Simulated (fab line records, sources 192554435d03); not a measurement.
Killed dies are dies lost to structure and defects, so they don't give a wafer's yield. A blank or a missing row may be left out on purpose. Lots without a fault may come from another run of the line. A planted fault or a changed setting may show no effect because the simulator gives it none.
Chamber matching | flow n5_finfet | N5_BEOL_M14_DEP_53 on pecvd-03: 3 sister chambers
The step deposits SiCN from 3MS/NH3, target thk 50 nm, time 17.8 s. 3 wafers are shown with their chamber, then 8 later ones without.

WAFERS WITH THEIR CHAMBER
wafer  | chamber | throttle_valve_pct (%)
L084.5 | 2       | 16.5
L082.4 | 1       | 18.3
L088.1 | 0       | 19.8

WAFERS WITHOUT THEIR CHAMBER
wafer  | throttle_valve_pct (%)
L088.2 | 18.1
L088.3 | 16.6
L089.1 | 16.5
L089.4 | 20.0
L089.6 | 16.4
L097.2 | 16.7
L097.4 | 19.9
L097.6 | 16.6

WHICH CHAMBER EACH WENT THROUGH
wafer  | from the rows above | in truth
L088.2 | 1                   | 1
L088.3 | 2                   | 2
L089.1 | 2                   | 2
L089.4 | 0                   | 0
L089.6 | 2                   | 2
L097.2 | 2                   | 2
L097.4 | 0                   | 0
L097.6 | 2                   | 2
Placed correctly: 8 of 8. Can't be placed from these rows: 0. Placed wrongly: 0.
How it was worked out, from the rows above alone: a wafer's distance from a chamber is the root of the sum, over the readings, of the square of ((its reading less the chamber's mean) divided by the reading's scatter). The wafer belongs to the nearest chamber; if the next one is less than 2 further off, it can't be placed. A chamber's mean is the mean of its shown wafers. The scatter: with one shown wafer a chamber, the root of the mean of the squares of how far each hidden wafer lies from its nearest shown one.
